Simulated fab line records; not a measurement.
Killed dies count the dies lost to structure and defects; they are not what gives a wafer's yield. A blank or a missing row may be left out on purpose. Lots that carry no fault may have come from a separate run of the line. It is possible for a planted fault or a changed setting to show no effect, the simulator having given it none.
A struck lot beside a sound one | flow n5-finfet | 36 steps out of a route of 1938
Sound: these wafers, L128.1, L128.3, L128.5. Struck: wafers L113.1, L113.2, L113.6. The cause comes at the end.
At each step with rows: each side's tool, then ch and its chambers, then its first start. Under that, the readings that differ: sound wafers | struck wafers | difference of the means | sigmas: that difference in standard deviations of wafers without a fault.
alike: a reading whose means differ by less than 2 such deviations, as well as words and numbers matching on both sides. not compared: withheld readings; readings where some wafer has no value; bounds like >300 that might hide an equal value; numbers whose values overlap and for which the record gives no deviation.
A row with sigmas, a row that says differs or no value, or rows on one side alone: a step with any of these is where the two part. When numbers do not overlap yet have no deviation, they are printed without sigmas and do not part them. A reading missing from all wafers of one side parts the sides only when that side holds two or more wafers.

first, 9 steps without rows for these wafers: N5_BEOL_M4_ANNEAL_95 (time 240 s); N5_BEOL_M4_SPUTTER_96 (material Cu, target thk 4.5 nm, time 8.29 s); N5_BEOL_M4_ECD_50 (material Cu, target thk 300 nm); N5_BEOL_M4_ANNEAL_51 (time 90 s); N5_BEOL_M4_CMP_52 (polishes, stops on SiOC, t overpolish 6.8 s, target thk 40 nm); N5_BEOL_M4_PRE_CLEAN_60 (time 15 s); N5_BEOL_M4_CO_CAP_55 (material Co, precursor CCTBA/H2, target thk 2 nm, time 102.1 s); N5_BEOL_M4_PRE_CLEAN_56 (time 15 s); N5_BEOL_M4_DEP_57 (deposits SiCN from 3MS/NH3, target thk 8 nm, time 14 s).
N5_BEOL_M4_RC_MEAS_101:
  sound on prober-01 ch 0, day 12 19:45; struck on prober-01 ch 0, day 8 19:01
  alike: DIBL_N, DIBL_P, IOFF_N, IOFF_P, ION_N, ION_P, SS_N, SS_P, VT_N, VT_P
then, 24 steps without rows for these wafers: N5_BEOL_M5_ILD_DEP_00 (deposits SiCOH lowk from DEMS/porogen, target thk 140.64 nm, time 25.9 s); N5_BEOL_M5_CURE_79 (cures SiCOH lowk, time 240 s); N5_BEOL_M5_PECVD_70 (deposits SiO2 from TEOS/O2, target thk 16 nm, time 18 s); N5_BEOL_M5_HM_DEP_02 (deposits TiN, target thk 20 nm); N5_BEOL_M5_COAT_59 (time 60 s, resist thk 60 nm); N5_BEOL_M5_COAT_60 (time 60 s, resist thk 12 nm); N5_BEOL_M5_COAT_71 (time 60 s, resist thk 5 nm); N5_BEOL_M5_COAT_05 (resist thk 30 nm); N5_BEOL_M5_EBR_07; N5_BEOL_M5_SOFTBAKE_06 (time 60 s); N5_BEOL_M5_EXPOSE_08 (exposes mask M5, target cd 28 nm); N5_BEOL_M5_PEB_09 (peb time 60 s); N5_BEOL_M5_DEVELOP_10 (develop time 30 s); N5_BEOL_M5_DESCUM_16 (chemistry O2, time 7 s); N5_BEOL_M5_ETCH_72 (etches underlayer in N2/H2, target depth 6.5 nm, time 5.2 s); N5_BEOL_M5_ETCH_61 (etches SiARC in CF4, target depth 15.6 nm, time 26 s); N5_BEOL_M5_ETCH_62 (etches SOC in N2/H2, target depth 75 nm, overetch 15 nm, time 112.5 s); N5_BEOL_M5_STRIP_63 (strips in N2/H2); N5_BEOL_M5_STRIP_73 (strips in N2/H2); N5_BEOL_M5_STRIP_64 (strips in CF4); N5_BEOL_M5_HM_OPEN_17 (chemistry Cl2/BCl3, target TiN, target depth 20 nm, overetch 6 nm); N5_BEOL_M5_STRIP_19 (strips in O2); N5_BEOL_M5_COAT_65 (time 60 s, resist thk 60 nm); N5_BEOL_M5_COAT_66 (time 60 s, resist thk 12 nm).
N5_BEOL_M5_EXPOSE_25: exposes mask V4, defocus 10 nm.
  sound on euv-scanner-01 ch 0, day 13 01:44; struck on euv-scanner-01 ch 0, day 9 00:31
  alike: mask
-- record jumps: 4 days separate the struck wafers' starts on either side; left off in module BEOL_M5, taken up again in module PASSIVATION, whose first shown step is the route's number 1936 --
N5_PASSIVATION_PROBE_49:
  struck on prober-02, day 13 02:20; sound on prober-01, day 16 20:55
  reading                  | sound          | struck         | difference | sigmas
  defect-limited-yield (%) | 94.2 90.3 92.2 | 0 0 0          | -92        | -66
  killed_at_M4_up          | 11 13 10       | 1106 1121 1113 | +1102      | +99 or more
  killed-dies              | 68 114 92      | 1180 1180 1180 | +1089      | +68
  killed-on-rim            | 12 11 10       | 152 152 152    | +141       | +34
  sort-n-pass              | 1112 1066 1088 | 0 0 0          | -1089      | -68
  sort-yield-pct (%)       | 94.2 90.3 92.2 | 0 0 0          | -92        | -66
  alike: killed_at_M0_to_M3, killed-at-contacts, killed-at-front-end, killed-at-other, killed-open, killed-short, sort_bin_5_function, sort_bin_6_memory

== WHERE THEY PART ==
At N5_PASSIVATION_PROBE_49 and nowhere else, as far as this record goes.

WHY: whatever the simulator had introduced
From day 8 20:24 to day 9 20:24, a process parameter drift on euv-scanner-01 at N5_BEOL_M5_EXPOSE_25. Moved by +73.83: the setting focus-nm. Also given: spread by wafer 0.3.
